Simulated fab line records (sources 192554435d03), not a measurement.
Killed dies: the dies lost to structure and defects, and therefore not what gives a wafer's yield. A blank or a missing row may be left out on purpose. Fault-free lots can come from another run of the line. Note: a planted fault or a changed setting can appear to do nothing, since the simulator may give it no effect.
Chamber matching -- flow n5 finfet -- N5_HKMG_FIN_ALD_36 on ald metal-04: 4 sister chambers
The step deposits TiN, target thk 1 nm, pulse time 1 s, purge time 3 s. 4 wafers are shown with their chamber, then 7 later ones without.

== EACH WAFER AND ITS CHAMBER ==
wafer,chamber,heater power w (W)
L084.1,0,945
L084.4,1,1046
L085.1,2,884
L085.2,3,780

== WAFERS WITH NO CHAMBER GIVEN ==
wafer,heater power w (W)
L085.5,1044
L089.1,1044
L089.2,791
L089.6,892
L097.1,945
L097.4,796
L097.6,882

== THE CHAMBER EACH PASSED THROUGH ==
wafer,from the rows above,in truth
L085.5,1,1
L089.1,1,1
L089.2,3,3
L089.6,2,2
L097.1,0,0
L097.4,3,3
L097.6,2,2
Correct placement for 7 of the 7. From these rows, 0 cannot be placed. Placed wrongly: 0.
How it was worked out, from the rows above alone: a wafer's distance from a chamber is the root of the sum, over the readings, of the square of ((its reading less the chamber's mean) divided by the reading's scatter). If the next closest chamber is less than 2 further off than the closest, the wafer can't be placed; otherwise it belongs to the closest. For every chamber, the mean is computed from those of its wafers that are shown. The scatter: with one shown wafer a chamber, the root of the mean of the squares of how far each hidden wafer lies from its nearest shown one.
